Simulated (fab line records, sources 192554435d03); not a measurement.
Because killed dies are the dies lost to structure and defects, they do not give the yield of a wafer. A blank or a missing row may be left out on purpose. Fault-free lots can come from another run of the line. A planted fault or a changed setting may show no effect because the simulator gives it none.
8D (eight disciplines) problem report, filled in by code + flow n5Finfet + the parts of the form that need people (team, actions taken, sign-off) are left out

== 1. THE PROBLEM ==
Wafers with no fault read 0.66 a.u. with a standard deviation of 0.067, whereas oesProductAu at N5_MOL_CONTACT_COAG_ETCH_124 reads a mean of 0.32 a.u. on 1 wafer of 1 lot. That is -5.1 standard deviations from the usual mean.
The step: etches SiNx in CH3F/O2, stops on SiOC, target depth 6.5 nm.
Seen first at day 9 00:35 on rieDiel-05, wafer L389.4. The record has a number at this step for 9 wafers belonging to 3 lots. Rule for "out", or "out of limits": more than 4 standard deviations from the usual mean. The rest of the wafers with a number are treated as sound.

== 2. WHAT IT IS, AND WHAT IT ISN'T ==
| question                    | is               | is not                                                                |
|-----------------------------|------------------|-----------------------------------------------------------------------|
| which readings at this step | oesProductAu     | drypumpMotorCurrentA, rfVppV, showerheadPlenumPTorr, throttleValvePct |
| which lots                  | L389             | L379, L396                                                            |
| which wafers of those lots  | L389.4           | L389.1, L389.5                                                        |
| read on which tools         | rieDiel-05       | rieDiel-02                                                            |
| when                        | from day 9 00:35 | up to then (5 sound wafers); but 3 sound wafers of L396 came after    |

== 3. THE SUSPECTS, EACH WITH WHAT RULES IT OUT ==
Counting: any tool at a process step up to the reading remains a suspect provided it ran every lot that is out. Sound lots after the first of them don't rule it out here, since some wafers of a struck lot are sound.
- rieDiel-05 at N5_MOL_CONTACT_COAG_ETCHBACK_136 (etches SiO2 in CHF3, target depth 25 nm, time 16.7 s): kept. L389, the lot that is out, went through it at day 9 00:32; up to then, the latest sound lot through it was L379 at day 6 11:38.
- rieDiel-05 at N5_MOL_CONTACT_COAG_VIA_ETCH_117 (etches SiO2 in C4F6/O2, target depth 40 nm, overetch 8 nm, time 26 s): kept. L389, the lot that is out, went through it at day 9 00:34; up to then, the latest sound lot through it was L379 at day 6 11:40.
- rieDiel-05 at N5_MOL_CONTACT_COAG_ETCH_124 (etches SiNx in CH3F/O2, stops on SiOC, target depth 6.5 nm): kept. L389, the lot that is out, went through it at day 9 00:35; up to then, the latest sound lot through it was L379 at day 6 11:41. Its own oesProductAu readings are out on those wafers.
- rieDiel-05, N5_MOL_CONTACT_COAG_ETCHBACK_136: wafers that are out in chamber 2, sound lot-mates in chambers 1, 3.
- rieDiel-05, N5_MOL_CONTACT_COAG_VIA_ETCH_117: wafers that are out in chamber 2, sound lot-mates in chambers 1, 3.
- rieDiel-05, N5_MOL_CONTACT_COAG_ETCH_124: wafers that are out in chamber 2, sound lot-mates in chambers 1, 3.
After the count, these remain: rieDiel-05 at N5_MOL_CONTACT_COAG_ETCHBACK_136, rieDiel-05 at N5_MOL_CONTACT_COAG_VIA_ETCH_117 and rieDiel-05 at N5_MOL_CONTACT_COAG_ETCH_124.

== 4. THE CAUSE (what the simulator had put in) ==
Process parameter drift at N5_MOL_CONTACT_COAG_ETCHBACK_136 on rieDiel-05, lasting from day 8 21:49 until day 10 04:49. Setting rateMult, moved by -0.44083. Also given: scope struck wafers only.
This tool is one of the 3 suspects left after counting.

== 5. THE EFFECT CHAIN, in route order ==
Rows list readings where the struck wafers' mean (over those with a number) sits beyond 3 standard deviations from the usual. Only readings whose record carries a usual standard deviation are examined. hours: median over the lots of the time between each lot's start at the first step of this table that gives one and its start at this step. sigmas: the change, counted in usual standard deviations.
| hours | step                         | reading             | usual     | on struck wafers | change | sigmas      |
|-------|------------------------------|---------------------|-----------|------------------|--------|-------------|
| 0     | N5_MOL_CONTACT_COAG_ETCH_124 | oesProductAu        | 0.66 a.u. | 0.32             | -0.34  | -5.1        |
| 0     | N5_MOL_CONTACT_COAG_ETCH_48  | oesProductAu        | 0.63 a.u. | 0.32             | -0.31  | -4.2        |
| 220   | N5_PASSIVATION_PROBE_49      | defectLimitedYield  | 91.3 %    | 0.0              | -91.3  | -65         |
| 220   | N5_PASSIVATION_PROBE_49      | killedAtContacts    | 12        | 1079             | +1067  | +99 or more |
| 220   | N5_PASSIVATION_PROBE_49      | killedDies          | 103       | 1180             | +1077  | +67         |
| 220   | N5_PASSIVATION_PROBE_49      | killedOnRim         | 13        | 152              | +139   | +35         |
| 220   | N5_PASSIVATION_PROBE_49      | sort_bin_5_function | 5.1 %     | 95.1             | +90.0  | +98         |
| 220   | N5_PASSIVATION_PROBE_49      | sortNPass           | 1077      | 0                | -1077  | -63         |
| 220   | N5_PASSIVATION_PROBE_49      | sortYieldPct        | 91.2 %    | 0.0              | -91.2  | -65         |
Process steps it contains:
- N5_MOL_CONTACT_COAG_ETCH_124: etches SiNx in CH3F/O2, stops on SiOC, target depth 6.5 nm.
- N5_MOL_CONTACT_COAG_ETCH_48: etches SiOC in C4F6/O2, target depth 15 nm, overetch 4.5 nm, time 17 s.
- N5_PASSIVATION_PROBE_49

== 6. HOW IT WOULD HAVE BEEN CAUGHT EARLIER ==
In this record the first reading out of limits was taken at day 9 00:35, 3 hours after the fault began at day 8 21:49.
No tool reading at N5_MOL_CONTACT_COAG_ETCHBACK_136 that has a usual standard deviation in the record was out on any struck wafer, so an alarm limit of 4 standard deviations on those readings would not have fired.
Lots out: 1; all had begun N5_MOL_CONTACT_COAG_ETCHBACK_136 on rieDiel-05 by day 9 00:35. Holding the tool at that point would not have protected any of them.
